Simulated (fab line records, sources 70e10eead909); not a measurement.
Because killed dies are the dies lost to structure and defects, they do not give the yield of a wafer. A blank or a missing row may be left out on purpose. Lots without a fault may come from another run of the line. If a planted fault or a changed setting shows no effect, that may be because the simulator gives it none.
Chamber matching :: flow nand-harc :: 4 sister chambers for NHARC_A_CHANNEL_FILL_D1_ETCHBACK_20 on rie-diel-09
The step etches the open film in C4F8/O2/Ar, target depth 27 nm, time 13.5 s. 8 wafers are shown with their chamber, then 7 later ones without.

== WAFERS WITH THEIR CHAMBER ==
wafer: L859.5
chamber: 0
rf-vpp-V (V): 984
oes-product-au (a.u.): 0.93

wafer: L868.1
chamber: 2
rf-vpp-V (V): 983
oes-product-au (a.u.): 0.98

wafer: L868.3
chamber: 1
rf-vpp-V (V): 969
oes-product-au (a.u.): 0.98

wafer: L868.6
chamber: 0
rf-vpp-V (V): 984
oes-product-au (a.u.): 0.98

wafer: L870.5
chamber: 3
rf-vpp-V (V): 976
oes-product-au (a.u.): 1.00

wafer: L870.6
chamber: 2
rf-vpp-V (V): 982
oes-product-au (a.u.): 1.00

wafer: L874.2
chamber: 1
rf-vpp-V (V): 969
oes-product-au (a.u.): 0.99

wafer: L874.3
chamber: 3
rf-vpp-V (V): 976
oes-product-au (a.u.): 1.00

== WAFERS WHOSE CHAMBER IS MISSING ==
wafer: L874.4
rf-vpp-V (V): 983
oes-product-au (a.u.): 0.99

wafer: L875.1
rf-vpp-V (V): 983
oes-product-au (a.u.): 0.96

wafer: L875.2
rf-vpp-V (V): 986
oes-product-au (a.u.): 0.95

wafer: L875.3
rf-vpp-V (V): 977
oes-product-au (a.u.): 0.96

wafer: L876.1
rf-vpp-V (V): 982
oes-product-au (a.u.): 0.92

wafer: L876.5
rf-vpp-V (V): 983
oes-product-au (a.u.): 0.93

wafer: L876.6
rf-vpp-V (V): 976
oes-product-au (a.u.): 0.93

== CHAMBER TAKEN BY EACH ==
wafer: L874.4
from the rows above: can't be placed: 2 or 0
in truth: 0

wafer: L875.1
from the rows above: can't be placed: 2 or 0
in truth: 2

wafer: L875.2
from the rows above: 0
in truth: 0

wafer: L875.3
from the rows above: 3
in truth: 3

wafer: L876.1
from the rows above: 2
in truth: 2

wafer: L876.5
from the rows above: can't be placed: 0 or 2
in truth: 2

wafer: L876.6
from the rows above: 3
in truth: 3
4 of 7 placed correctly. Unplaceable from these rows: 3, with the true chamber sitting among the candidates in 3. Number placed wrongly: 0.
How it was worked out, from the rows above alone: a wafer's distance from a chamber is the root of the sum, over the readings, of the square of ((its reading less the chamber's mean) divided by the reading's scatter). The wafer belongs to the nearest chamber; if the next one is less than 2 further off, it can't be placed. A chamber's mean is the mean of its shown wafers. The scatter is the square root of a quotient: the sum, over the shown wafers, of each reading's squared deviation from its chamber's mean, divided by wafers minus chambers.
